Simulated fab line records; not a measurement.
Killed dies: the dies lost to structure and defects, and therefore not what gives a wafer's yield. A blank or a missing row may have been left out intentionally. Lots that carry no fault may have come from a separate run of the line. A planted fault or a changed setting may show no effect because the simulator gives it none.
fab line records ; flow n5_finfet ; part 2 of 2: steps 5 to 6 of 6
record: lots: 24; wafers: 72; last_day: 18
route steps=1938 shown BEOL_M11@1575 BEOL_M12@1616
lots that met no fault: taken from a fault-free run of the same line
start_h: hours from the record's opening day to when the first of the lot's shown wafers began ; wait_h: hours from the lot's prior step to this one ; " repeats the value in the row above ; L1.1+2: several wafers, shown together as one row ; - value missing, or start not given ; * or withheld: withheld ; < > ~ a bound
route shown NAME@n: NAME is a module with steps in the file, n the number in the route of the first one ; usual: mean and standard deviation over wafers with no fault ; same: alike in all rows ; chamber/n: place in a boat ; sites: per-site readings ; _std_site: the standard deviation of these ; _edge_site: inner sites' mean taken away from outer sites' mean ; radius_mm: how far each site lies from the wafer's centre ; mask NAME#n: copy n ; behind: the last tool/chamber to shape the wafer ; hold: why the lot was held/for how many hours/how that ended ; device: the n, p or np transistor that did not switch ; end of line: the same wafers' tests at the end of the route ; step lacking rows: just its recipe ; killed: the dies lost at the first sort to structure and to defects; this is not the yield of the wafer ; map: the dies of a wafer, with x for killed, . for not killed, _ for no die there
set.NAME: the run value of the setting; set.NAME@STEP: its run value at that earlier step ; model.NAME: the simulator's own value behind a step, which no gauge read
route steps across a sampled set of lots; one table per step, one row per wafer
services: the hour from which a tool's chamber was out of use, counted from the record's first day as start_h (under 0 if before that day), plus the number of hours and why
== steps ==
step: N5_BEOL_M12_TRENCH_ETCH_34
recipe: chemistry: C4F8/O2/Ar; target: SiOC; target_depth_a: 3189.5; mask_material: SOC; pressure_mtorr: 30; source_w: 3000; bias_w: 700; Ar_flow_sccm: 400; C4F8_flow_sccm: 15; O2_flow_sccm: 8; he_inner_torr: 15; he_outer_torr: 30; time_s: 125.5; ion_energy_ev: 250
usual: drypump_motor_current_A: 5.8/0.58; oes_product_au: 0.80/0.08; rf_vpp_V: 665/3.2; showerhead_plenum_p_Torr: 3.39/0.11; throttle_valve_pct: 24.10/0.22
lot.wafer;tool;chamber;start_h;wait_h;drypump_motor_current_A;oes_product_au;rf_hours_counter_h;rf_vpp_V;showerhead_plenum_p_Torr;throttle_valve_pct
L074.1;rie_diel-05;3;231.68;0.0;4.9;0.82;62;663;3.35;23.79
L074.4;rie_diel-05;1;231.68;0.0;6.4;0.88;54;663;3.35;24.12
L074.5;rie_diel-05;0;231.68;0.0;6.0;0.75;-;661;3.27;23.98
L076.2;rie_diel-02;2;239.07;0.0;6.2;0.78;112;662;3.33;24.33
L076.3;rie_diel-02;0;239.07;0.0;5.0;0.86;68;663;3.33;24.07
L076.4;rie_diel-02;1;239.07;0.0;5.5;0.83;56;662;3.34;23.72
L075.4;rie_diel-02;3;240.94;0.0;5.9;0.68;242;664;3.38;24.46
L075.5;rie_diel-02;2;240.94;0.0;6.3;0.76;-;663;3.33;24.32
L075.6;rie_diel-02;1;240.94;0.0;5.5;0.83;-;663;3.34;23.73
L077.1;rie_diel-02;2;248.18;0.0;6.3;0.77;115;664;3.33;24.32
L077.2;rie_diel-02;0;248.18;0.0;5.1;0.84;72;664;3.33;24.06
L077.4;rie_diel-02;3;248.18;0.0;5.9;0.68;245;663;3.38;24.47
L078.1;rie_diel-02;1;252.84;0.0;5.5;0.82;63;664;3.33;23.73
L078.4;rie_diel-02;2;252.84;0.0;6.2;0.76;118;662;3.33;24.34
L078.6;rie_diel-02;0;252.84;0.0;5.0;0.84;-;662;3.33;24.07
L079.1;rie_diel-05;3;254.27;0.0;4.9;0.81;69;664;3.34;23.81
L079.3;rie_diel-05;0;254.27;0.0;6.0;0.75;159;661;3.27;23.97
L079.6;rie_diel-05;3;254.27;0.0;4.9;0.81;-;662;3.34;23.79
L081.2;rie_diel-05;3;270.85;0.0;4.9;0.81;75;663;3.34;23.81
L081.3;rie_diel-05;0;270.85;0.0;6.0;0.75;162;662;3.27;23.96
L081.5;rie_diel-05;3;270.85;0.0;4.9;0.80;-;662;3.34;23.79
L080.3;rie_diel-05;2;273.39;0.0;6.6;0.68;238;665;3.36;24.25
L080.4;rie_diel-05;0;273.39;0.0;6.0;0.75;162;662;3.27;23.98
L080.5;rie_diel-05;0;273.39;0.0;6.0;0.75;-;662;3.27;23.99
L082.3;rie_diel-06;2;287.72;0.0;6.2;0.86;63;662;3.34;24.22
L082.4;rie_diel-06;3;287.72;0.0;6.5;0.71;-;667;3.51;24.39
L082.5;rie_diel-06;2;287.72;0.0;6.2;0.86;-;663;3.34;24.22
L083.2;rie_diel-02;3;296.19;0.0;6.0;0.93;8;665;3.37;24.16
L083.5;rie_diel-02;0;296.19;0.0;5.0;0.83;-;662;3.32;24.09
L083.6;rie_diel-02;3;296.19;0.0;6.0;0.94;-;663;3.37;24.16
L084.2;rie_diel-06;2;297.25;0.0;6.2;0.85;67;661;3.34;24.24
L084.3;rie_diel-06;1;297.25;0.0;5.9;0.89;44;670;3.61;23.90
L084.6;rie_diel-06;3;297.25;0.0;6.5;0.68;-;668;3.51;24.40
L086.1;rie_diel-06;2;299.06;0.0;6.2;0.85;68;662;3.34;24.21
L086.3;rie_diel-06;3;299.06;0.0;6.5;0.69;223;668;3.51;24.39
L086.5;rie_diel-06;1;299.06;0.0;5.9;0.88;-;671;3.61;23.91
L085.2;rie_diel-06;3;309.10;0.0;6.4;0.69;228;667;3.51;24.40
L085.5;rie_diel-06;1;309.10;0.0;5.9;0.88;-;670;3.61;23.91
L085.6;rie_diel-06;3;309.10;0.0;6.5;0.68;-;669;3.51;24.38
L087.1;rie_diel-02;3;320.91;0.0;6.0;0.92;16;666;3.36;24.20
L087.5;rie_diel-02;3;320.91;0.0;6.0;0.91;-;662;3.36;24.17
L087.6;rie_diel-02;0;320.91;0.0;5.1;0.81;-;663;3.32;24.11
L090.2;rie_diel-02;2;338.53;0.0;6.3;0.74;147;661;3.31;24.37
L090.3;rie_diel-02;1;338.53;0.0;5.5;0.79;92;663;3.32;23.76
L090.5;rie_diel-02;0;338.53;0.0;5.1;0.81;-;661;3.32;24.11
L088.1;rie_diel-05;2;338.89;0.0;6.6;0.99;3;665;3.35;23.92
L088.3;rie_diel-05;3;338.89;0.0;4.9;0.77;101;661;3.33;23.84
L088.4;rie_diel-05;0;338.89;0.0;6.0;0.72;184;661;3.26;24.03
L091.2;rie_diel-02;2;339.35;0.0;6.2;0.73;147;662;3.31;24.37
L091.3;rie_diel-02;1;339.35;0.0;5.5;0.80;92;663;3.32;23.78
L091.6;rie_diel-02;1;339.35;0.0;5.5;0.80;-;663;3.32;23.76
L089.1;rie_diel-06;1;342.12;0.0;5.9;0.86;61;671;3.60;23.93
L089.4;rie_diel-06;0;342.12;0.0;4.9;0.94;7;671;3.62;24.28
L089.5;rie_diel-06;2;342.12;0.0;6.2;0.83;-;663;3.33;24.25
L093.3;rie_diel-05;0;353.59;0.0;6.0;0.73;191;660;3.25;24.03
L093.4;rie_diel-05;3;353.59;0.0;4.9;0.77;107;662;3.32;23.84
L093.6;rie_diel-05;3;353.59;0.0;4.9;0.77;-;663;3.32;23.85
L092.1;rie_diel-06;0;355.53;0.0;4.9;0.91;11;671;3.62;24.31
L092.2;rie_diel-06;1;355.53;0.0;5.9;0.84;65;670;3.60;23.93
L092.3;rie_diel-06;3;355.53;0.0;6.5;0.67;242;668;3.50;24.40
L094.1;rie_diel-05;0;356.20;0.0;6.0;0.73;193;663;3.25;24.01
L094.5;rie_diel-05;3;356.20;0.0;4.9;0.76;-;663;3.32;23.85
L094.6;rie_diel-05;2;356.20;0.0;6.6;0.97;-;664;3.35;23.93
L095.2;rie_diel-06;0;370.09;0.0;4.9;0.91;15;671;3.62;24.29
L095.3;rie_diel-06;2;370.09;0.0;6.2;0.81;92;662;3.32;24.26
L095.4;rie_diel-06;1;370.09;0.0;5.9;0.85;70;672;3.60;23.92
L096.2;rie_diel-06;0;387.53;0.0;4.9;0.90;23;670;3.61;24.32
L096.4;rie_diel-06;0;387.53;0.0;4.9;0.89;-;671;3.61;24.33
L096.6;rie_diel-06;1;387.53;0.0;5.9;0.84;-;670;3.59;23.95
L097.3;rie_diel-05;0;388.36;0.0;6.0;0.71;203;662;3.25;24.02
L097.5;rie_diel-05;2;388.36;0.0;6.6;0.93;-;663;3.34;23.95
L097.6;rie_diel-05;3;388.36;0.0;4.9;0.75;-;663;3.32;23.86
step: N5_BEOL_M12_RS_MEAS_54
recipe: thk_meas_gauge: four-point-probe; reads: Cu_of_BEOL_M12_ECD_47+Ta_of_BEOL_M12_SPUTTER_44+TaN_of_BEOL_M12_SPUTTER_43
usual: M12_RS: 0.0602/0.001
lot.wafer;tool;chamber;start_h;wait_h;M12_RS[ohm/sq]
L074.1;film_metro-01;-;233.58;0.0;0.0604
L074.4;film_metro-01;-;233.58;0.0;0.0592
L074.5;film_metro-01;-;233.58;0.0;0.0595
L076.2;film_metro-01;-;241.86;0.0;0.0594
L076.3;film_metro-01;-;241.86;0.0;0.0580
L076.4;film_metro-01;-;241.86;0.0;0.0600
L075.4;film_metro-01;-;243.19;0.0;0.0607
L075.5;film_metro-01;-;243.19;0.0;0.0606
L075.6;film_metro-01;-;243.19;0.0;0.0602
L077.1;film_metro-02;-;250.58;0.0;0.0604
L077.2;film_metro-02;-;250.58;0.0;0.0599
L077.4;film_metro-02;-;250.58;0.0;0.0609
L078.1;film_metro-02;-;254.65;0.1;0.0606
L078.4;film_metro-02;-;254.65;0.1;0.0600
L078.6;film_metro-02;-;254.65;0.1;0.0590
L079.1;film_metro-02;-;257.55;0.0;0.0600
L079.3;film_metro-02;-;257.55;0.0;0.0596
L079.6;film_metro-02;-;257.55;0.0;0.0602
L081.2;film_metro-01;-;278.23;0.0;0.0606
L081.3;film_metro-01;-;278.23;0.0;0.0592
L081.5;film_metro-01;-;278.23;0.0;0.0609
L080.3;film_metro-01;-;286.71;0.0;0.0613
L080.4;film_metro-01;-;286.71;0.0;0.0596
L080.5;film_metro-01;-;286.71;0.0;0.0600
L082.3;film_metro-01;-;291.40;0.0;0.0586
L082.4;film_metro-01;-;291.40;0.0;0.0612
L082.5;film_metro-01;-;291.40;0.0;0.0588
L083.2;film_metro-02;-;303.11;0.1;0.0604
L083.5;film_metro-02;-;303.11;0.1;0.0592
L083.6;film_metro-02;-;303.11;0.1;0.0603
L084.2;film_metro-02;-;304.10;0.0;0.0595
L084.3;film_metro-02;-;304.10;0.0;0.0595
L084.6;film_metro-02;-;304.10;0.0;0.0624
L086.1;film_metro-02;-;304.33;0.0;0.0601
L086.3;film_metro-02;-;304.33;0.0;0.0623
L086.5;film_metro-02;-;304.33;0.0;0.0604
L085.2;film_metro-02;-;312.21;0.0;0.0615
L085.5;film_metro-02;-;312.21;0.0;0.0596
L085.6;film_metro-02;-;312.21;0.0;0.0619
L087.1;film_metro-01;-;324.16;0.0;0.0604
L087.5;film_metro-01;-;324.16;0.0;0.0603
L087.6;film_metro-01;-;324.16;0.0;0.0599
L090.2;film_metro-01;-;340.62;0.0;0.0599
L090.3;film_metro-01;-;340.62;0.0;0.0604
L090.5;film_metro-01;-;340.62;0.0;0.0596
L088.1;film_metro-02;-;340.95;0.0;0.0588
L088.3;film_metro-02;-;340.95;0.0;0.0609
L088.4;film_metro-02;-;340.95;0.0;0.0598
L091.2;film_metro-02;-;341.30;0.0;0.0602
L091.3;film_metro-02;-;341.30;0.0;0.0607
L091.6;film_metro-02;-;341.30;0.0;0.0607
L089.1;film_metro-01;-;347.00;0.0;0.0596
L089.4;film_metro-01;-;347.00;0.0;0.0591
L089.5;film_metro-01;-;347.00;0.0;0.0590
L093.3;film_metro-02;-;361.59;0.0;0.0603
L093.4;film_metro-02;-;361.59;0.0;0.0603
L093.6;film_metro-02;-;361.59;0.0;0.0601
L092.1;film_metro-01;-;362.61;0.0;0.0598
L092.2;film_metro-01;-;362.61;0.0;0.0614
L092.3;film_metro-01;-;362.61;0.0;0.0630
L094.1;film_metro-02;-;363.01;0.1;0.0594
L094.5;film_metro-02;-;363.01;0.1;0.0600
L094.6;film_metro-02;-;363.01;0.1;0.0577
L095.2;film_metro-02;-;373.59;0.0;0.0590
L095.3;film_metro-02;-;373.59;0.0;0.0601
L095.4;film_metro-02;-;373.59;0.0;0.0605
L096.2;film_metro-02;-;395.69;0.0;0.0592
L096.4;film_metro-02;-;395.69;0.0;0.0594
L096.6;film_metro-02;-;395.69;0.0;0.0597
L097.3;film_metro-01;-;397.48;0.0;0.0599
L097.5;film_metro-01;-;397.48;0.0;0.0586
L097.6;film_metro-01;-;397.48;0.0;0.0614
== services ==
tool;chamber;start_h;hours;kind
rie_diel-06;0;220.63;6.6;repair
rie_diel-04;1;221.30;13.8;repair
uv_cure-01;-;222.49;1.4;repair
rie_diel-02;-;229.71;0.5;repair
rie_diel-01;1;240.27;4.0;repair
rie_diel-05;0;258.19;9.4;repair
rie_diel-02;0;264.49;9.9;repair
uv_cure-02;-;268.20;2.1;pm
rie_diel-04;2;273.35;7.5;repair
pvd_sputter-02;-;279.52;3.8;repair
rie_diel-05;0;307.30;4.3;repair
rie_diel-05;2;311.74;-;clean
pvd_sputter-01;-;320.04;19.6;repair
rie_diel-06;3;328.29;2.5;repair
rie_diel-04;1;328.93;6.7;repair
pvd_sputter-01;-;354.53;5.4;repair
rie_diel-01;3;357.36;12.1;repair
rie_diel-01;2;358.45;3.4;repair
rie_diel-05;3;376.16;2.3;repair
rie_diel-02;-;381.76;0.5;repair
rie_diel-06;3;382.22;2.3;repair
rie_diel-06;2;382.64;11.7;repair
rie_diel-01;3;384.83;1.3;repair
pvd_sputter-01;-;386.41;4.6;repair
